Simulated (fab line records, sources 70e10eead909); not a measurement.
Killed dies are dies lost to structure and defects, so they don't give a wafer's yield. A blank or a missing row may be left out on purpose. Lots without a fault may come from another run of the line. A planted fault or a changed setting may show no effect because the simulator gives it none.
Chamber matching | flow nand_harc | NHARC_P_BONDPAD_CMP_32 on cmp-03: 4 sister chambers
The step polishes SiCN, target thk 200 nm. 7 wafers are shown with their chamber, then 9 later ones without.

WAFERS WITH THEIR CHAMBER
wafer  | chamber | motor_current_A (A) | slurry_filter_dp_kPa (kPa)
L084.5 | 3       | 14.0                | 13.28
L088.2 | 1       | 12.5                | 13.60
L088.3 | 2       | 11.1                | 13.33
L088.4 | 0       | 10.8                | 13.52
L093.2 | 0       | 11.6                | 13.60
L093.4 | 1       | 13.5                | 13.59
L093.5 | 2       | 10.9                | 13.84

WAFERS WITHOUT THEIR CHAMBER
wafer  | motor_current_A (A) | slurry_filter_dp_kPa (kPa)
L094.2 | 11.5                | 13.44
L094.4 | 10.6                | 13.55
L094.5 | 12.1                | 13.49
L096.2 | 14.5                | 13.63
L096.4 | 11.5                | 13.57
L096.5 | 10.9                | 13.65
L097.1 | 11.7                | 13.70
L097.2 | 10.6                | 13.69
L097.5 | 12.0                | 13.16

WHICH CHAMBER EACH WENT THROUGH
wafer  | from the rows above               | in truth
L094.2 | can't be placed: 0 or 2           | 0
L094.4 | can't be placed: 2 or 0           | 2
L094.5 | can't be placed: 0 or 1 or 2 or 3 | 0
L096.2 | can't be placed: 3 or 1           | 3
L096.4 | can't be placed: 0 or 2           | 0
L096.5 | can't be placed: 2 or 0           | 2
L097.1 | can't be placed: 0 or 2 or 1      | 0
L097.2 | can't be placed: 2 or 0           | 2
L097.5 | can't be placed: 0 or 2 or 1 or 3 | 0
Placed correctly: 0 of 9. Can't be placed from these rows: 9 (the true chamber is among the candidates in 9). Placed wrongly: 0.
How it was worked out, from the rows above alone: a wafer's distance from a chamber is the root of the sum, over the readings, of the square of ((its reading less the chamber's mean) divided by the reading's scatter). The wafer belongs to the nearest chamber; if the next one is less than 2 further off, it can't be placed. A chamber's mean is the mean of its shown wafers. The scatter: the root of (the sum of the squares of (reading less its chamber's mean) over the shown wafers, divided by (wafers less chambers)).
